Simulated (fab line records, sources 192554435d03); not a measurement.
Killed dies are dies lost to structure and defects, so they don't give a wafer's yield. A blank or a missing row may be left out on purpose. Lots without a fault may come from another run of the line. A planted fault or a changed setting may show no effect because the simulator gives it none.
Which tool did it? | flow n5_finfet | 8 lots, 24 wafers sampled, at 7 steps of a route of 1938

WHAT THE GAUGES READ, wafer by wafer
N5_SD_EPI_N_INSPECT_26: inspects for defects (darkfield).
lot  | measured    | on                | raw_defect_count
L743 | day 3 06:44 | defect_inspect-02 | 183 190 261
L746 | day 3 23:19 | defect_inspect-02 | 205 215 155
L747 | day 4 09:23 | defect_inspect-02 | 213 198 167
L753 | day 6 00:07 | defect_inspect-02 | 1736 1669 1626
L754 | day 6 00:12 | defect_inspect-02 | 1640 1571 1649
L760 | day 7 15:53 | defect_inspect-02 | 171 281 206
L765 | day 8 20:43 | defect_inspect-01 | 181 270 183
L766 | day 9 03:19 | defect_inspect-01 | 256 240 261

N5_SD_EPI_P_INSPECT_11: inspects for defects (macro).
lot  | measured    | on                | raw_defect_count
L743 | day 3 07:04 | defect_inspect-01 | 3 2 5
L746 | day 3 23:46 | defect_inspect-01 | 1 7 2
L747 | day 4 09:43 | defect_inspect-01 | 1 2 1
L753 | day 6 00:34 | defect_inspect-02 | >300 >300 >300
L754 | day 6 00:43 | defect_inspect-02 | >300 >300 >300
L760 | day 7 16:12 | defect_inspect-02 | 1 1 3
L765 | day 8 21:03 | defect_inspect-02 | 3 2 2
L766 | day 9 03:38 | defect_inspect-02 | 0 2 2

N5_BEOL_M4_RC_MEAS_101.
lot  | measured     | on        | DIBL_N (mV/V)  | DIBL_P (mV/V)  | IOFF_N (nA/um) | IOFF_P (nA/um) | ION_N (uA/um) | ION_P (uA/um) | SS_N (mV/dec)  | SS_P (mV/dec)  | VT_N (mV)   | VT_P (mV)
L743 | day 7 19:43  | prober-02 | 40.0 36.8 42.1 | 39.1 35.1 40.9 | 0.22 0.16 0.27 | 0.33 0.23 0.35 | 686 680 691   | 470 469 472   | 71.7 71.4 72.3 | 73.7 73.0 74.2 | 242 249 243 | -242 -248 -241
L746 | day 8 21:13  | prober-01 | 37.0 32.8 34.7 | 38.6 32.4 35.2 | 0.17 0.09 0.12 | 0.24 0.14 0.18 | 697 651 666   | 480 450 459   | 71.6 71.4 71.6 | 72.8 71.4 72.1 | 247 259 253 | -249 -254 -249
L747 | day 8 22:00  | prober-01 | 36.8 38.7 37.2 | 36.0 38.6 37.3 | 0.17 0.21 0.18 | 0.23 0.28 0.26 | 683 687 692   | 464 473 480   | 71.3 72.1 71.9 | 73.0 74.0 74.4 | 251 247 248 | -249 -245 -245
L753 | day 10 19:53 | prober-01 | 36.9 32.6 36.2 | 38.9 32.7 38.4 | 0.18 0.11 0.19 | 0.25 0.16 0.25 | 673 675 692   | 462 461 472   | 72.5 70.8 72.3 | 73.3 72.4 73.1 | 247 258 246 | -249 -254 -246
L754 | day 10 20:28 | prober-02 | 38.0 37.5 39.2 | 39.3 38.2 40.2 | 0.22 0.17 0.25 | 0.24 0.21 0.26 | 696 675 702   | 471 455 467   | 71.9 72.6 71.9 | 73.7 73.8 73.8 | 245 248 242 | -251 -253 -247
L760 | day 12 06:49 | prober-01 | 38.4 36.5 37.4 | 39.6 37.6 38.9 | 0.22 0.18 0.21 | 0.29 0.25 0.28 | 672 695 703   | 459 473 474   | 73.0 71.3 71.7 | 74.3 74.1 74.2 | 248 248 245 | -246 -246 -244
L765 | day 13 12:40 | prober-01 | 38.2 38.9 34.8 | 37.6 41.0 34.9 | 0.17 0.22 0.12 | 0.22 0.31 0.19 | 663 688 654   | 455 470 460   | 72.4 72.6 71.5 | 73.6 74.6 73.9 | 254 244 257 | -252 -246 -251
L766 | day 13 13:46 | prober-02 | 38.2 37.2 34.7 | 36.8 36.0 33.0 | 0.19 0.18 0.13 | 0.30 0.26 0.21 | 680 681 675   | 476 468 472   | 71.5 71.3 71.0 | 73.7 73.0 72.6 | 246 246 251 | -242 -246 -248

WHICH TOOL RAN EACH LOT (tool, then ch and the chambers of the sampled wafers, then the start)
lot  | N5_SD_EPI_N_ETCH_34               | N5_SD_EPI_N_ETCHBACK_44           | N5_SD_EPI_N_ETCH_45               | N5_SD_EPI_N_VAPOR_ETCH_50
L743 | rie_diel-04 ch 0,1,2, day 3 02:50 | rie_diel-04 ch 0,1,2, day 3 03:13 | rie_diel-04 ch 0,1,2, day 3 03:19 | epi_rpcvd-01 ch 0, day 3 04:17
L746 | rie_diel-06 ch 0,3, day 3 18:40   | rie_diel-06 ch 0,3, day 3 19:03   | rie_diel-06 ch 0,3, day 3 19:09   | epi_rpcvd-03 ch 0, day 3 20:17
L747 | rie_diel-04 ch 0,1, day 4 05:08   | rie_diel-04 ch 0,1, day 4 05:31   | rie_diel-04 ch 0,1, day 4 05:37   | epi_rpcvd-04 ch 0, day 4 06:56
L753 | rie_diel-04 ch 0,3, day 5 17:02   | rie_diel-04 ch 0,3, day 5 17:25   | rie_diel-04 ch 0,3, day 5 17:31   | epi_rpcvd-03 ch 0, day 5 21:05
L754 | rie_diel-04 ch 0,1,2, day 5 20:16 | rie_diel-04 ch 0,1,2, day 5 20:39 | rie_diel-04 ch 0,1,2, day 5 20:45 | epi_rpcvd-01 ch 0, day 5 21:45
L760 | rie_diel-02 ch 0,1,2, day 7 11:05 | rie_diel-02 ch 0,1,2, day 7 11:28 | rie_diel-02 ch 0,1,2, day 7 11:34 | epi_rpcvd-01 ch 0, day 7 12:43
L765 | rie_diel-06 ch 1,2, day 8 15:04   | rie_diel-06 ch 1,2, day 8 15:26   | rie_diel-06 ch 1,2, day 8 15:32   | epi_rpcvd-04 ch 0, day 8 16:51
L766 | rie_diel-06 ch 1,2, day 8 21:27   | rie_diel-06 ch 1,2, day 8 21:50   | rie_diel-06 ch 1,2, day 8 21:56   | epi_rpcvd-04 ch 0, day 8 23:17
- N5_SD_EPI_N_ETCH_34: etches SiARC in CF4, target depth 45.5 nm, time 75.8 s.
- N5_SD_EPI_N_ETCHBACK_44: etches SiNx in CH3F/O2, stops on SiO2, target depth 14.5 nm.
- N5_SD_EPI_N_ETCH_45: etches SiOCN in CH3F/O2, target depth 6 nm.
- N5_SD_EPI_N_VAPOR_ETCH_50: etches Si in HCl, time 54 s.

WHAT THE TOOLS THEMSELVES READ (means of the sampled wafers that have a number; where no wafer has one, the mark that the record gives instead)
N5_SD_EPI_N_ETCH_34.
lot  | tool        | drypump_motor_current_A (A) | etch_rf_on_time_s (s) | oes_product_au (a.u.) | rf_vpp_V (V) | showerhead_plenum_p_Torr (Torr) | throttle_valve_pct (%)
L743 | rie_diel-04 | 5.7                         | 75.2                  | 0.65                  | 183.5        | 2.14                            | 15.64
L746 | rie_diel-06 | 5.6                         | 74.6                  | 0.73                  | 184.1        | 2.12                            | 15.52
L747 | rie_diel-04 | 5.4                         | 75.1                  | 0.66                  | 183.7        | 2.11                            | 15.75
L753 | rie_diel-04 | 5.7                         | 73.2                  | 0.68                  | 184.1        | 2.13                            | 15.62
L754 | rie_diel-04 | 5.7                         | 76.2                  | 0.63                  | 183.9        | 2.13                            | 15.68
L760 | rie_diel-02 | 5.5                         | 76.8                  | 0.62                  | 183.9        | 2.15                            | 15.53
L765 | rie_diel-06 | 5.9                         | 78.0                  | 0.71                  | 183.6        | 2.10                            | 15.76
L766 | rie_diel-06 | 6.0                         | 78.2                  | 0.71                  | 182.9        | 2.10                            | 15.78

N5_SD_EPI_N_ETCHBACK_44.
lot  | tool        | O2_flow_sccm (sccm) | drypump_motor_current_A (A) | oes_f_703_au (a.u.) | oes_product_au (a.u.) | rf_vpp_V (V) | showerhead_plenum_p_Torr (Torr) | throttle_valve_pct (%)
L743 | rie_diel-04 | 20.03               | 5.7                         | 0.77                | 0.65                  | 289          | 2.00                            | 16.43
L746 | rie_diel-06 | 20.03               | 5.6                         | 0.85                | 0.73                  | 290          | 1.98                            | 16.32
L747 | rie_diel-04 | 20.01               | 5.4                         | 0.77                | 0.66                  | 290          | 1.98                            | 16.54
L753 | rie_diel-04 | 19.90               | 5.7                         | 0.81                | 0.67                  | 292          | 2.00                            | 16.43
L754 | rie_diel-04 | 20.03               | 5.7                         | 0.75                | 0.64                  | 288          | 1.99                            | 16.46
L760 | rie_diel-02 | 19.95               | 5.4                         | 0.71                | 0.63                  | 296          | 2.00                            | 16.20
L765 | rie_diel-06 | 20.04               | 6.0                         | 0.81                | 0.72                  | 311          | 1.95                            | 16.48
L766 | rie_diel-06 | 20.04               | 5.9                         | 0.80                | 0.72                  | 311          | 1.95                            | 16.49

N5_SD_EPI_N_ETCH_45.
lot  | tool        | O2_flow_sccm (sccm) | drypump_motor_current_A (A) | oes_product_au (a.u.) | rf_vpp_V (V) | showerhead_plenum_p_Torr (Torr) | throttle_valve_pct (%)
L743 | rie_diel-04 | 19.99               | 5.7                         | 0.76                  | 128.2        | 2.00                            | 23.39
L746 | rie_diel-06 | 20.01               | 5.6                         | 0.86                  | 127.8        | 1.97                            | 23.33
L747 | rie_diel-04 | 19.94               | 5.4                         | 0.78                  | 126.9        | 1.98                            | 23.58
L753 | rie_diel-04 | 20.03               | 5.7                         | 0.78                  | 126.6        | 1.99                            | 23.41
L754 | rie_diel-04 | 20.01               | 5.7                         | 0.74                  | 127.9        | 1.99                            | 23.42
L760 | rie_diel-02 | 19.94               | 5.4                         | 0.73                  | 126.7        | 1.99                            | 23.01
L765 | rie_diel-06 | 19.99               | 6.0                         | 0.85                  | 127.1        | 1.95                            | 23.49
L766 | rie_diel-06 | 19.97               | 5.9                         | 0.84                  | 127.0        | 1.95                            | 23.49

N5_SD_EPI_N_VAPOR_ETCH_50.
lot  | tool         | throttle_valve_pct (%)
L743 | epi_rpcvd-01 | 12.4
L746 | epi_rpcvd-03 | 11.2
L747 | epi_rpcvd-04 | 11.9
L753 | epi_rpcvd-03 | 11.2
L754 | epi_rpcvd-01 | 12.1
L760 | epi_rpcvd-01 | 12.1
L765 | epi_rpcvd-04 | 11.8
L766 | epi_rpcvd-04 | 11.8

THE ANSWER, worked out from the rows above alone
Rule: what is usual is taken from the lots themselves. Put in order of their means at a reading, lots are off if they are a third of the lots or fewer, leave a main group of 4 or more, and stand apart from it by a gap of 3 or more times the standard deviation of the main group's means; of several such gaps the widest counts. A main group whose means are all the same, to the digits that the tables above print for the reading, isn't used. A lot without any number at a reading at which 4 lots or more have one is off too. The other lots that the step has rows for count as sound. The gauges are gone through in route order, then the tools' own readings, and for those a lot's mean is taken as printed above. The first step at which some lot is off is used, and at that step the reading that is off furthest; a lot without a number counts as furthest.
Off: L753, L754, at N5_SD_EPI_N_INSPECT_26 (raw_defect_count). The main group: mean 213, standard deviation 20.
A tool fits if, at a process step before that reading, it ran every lot that is off, and no sound lot after the first of them. The gauges at N5_SD_EPI_N_INSPECT_26 are tried like those tools. One fits: rie_diel-04 at N5_SD_EPI_N_ETCH_34 and N5_SD_EPI_N_ETCHBACK_44 and N5_SD_EPI_N_ETCH_45. At N5_SD_EPI_N_ETCH_34 its last sound lot is L747 (day 4 05:08), its first lot that is off L753 (day 5 17:02): a fault that began between those two fits.

WHAT THE SIMULATOR HAD PUT IN
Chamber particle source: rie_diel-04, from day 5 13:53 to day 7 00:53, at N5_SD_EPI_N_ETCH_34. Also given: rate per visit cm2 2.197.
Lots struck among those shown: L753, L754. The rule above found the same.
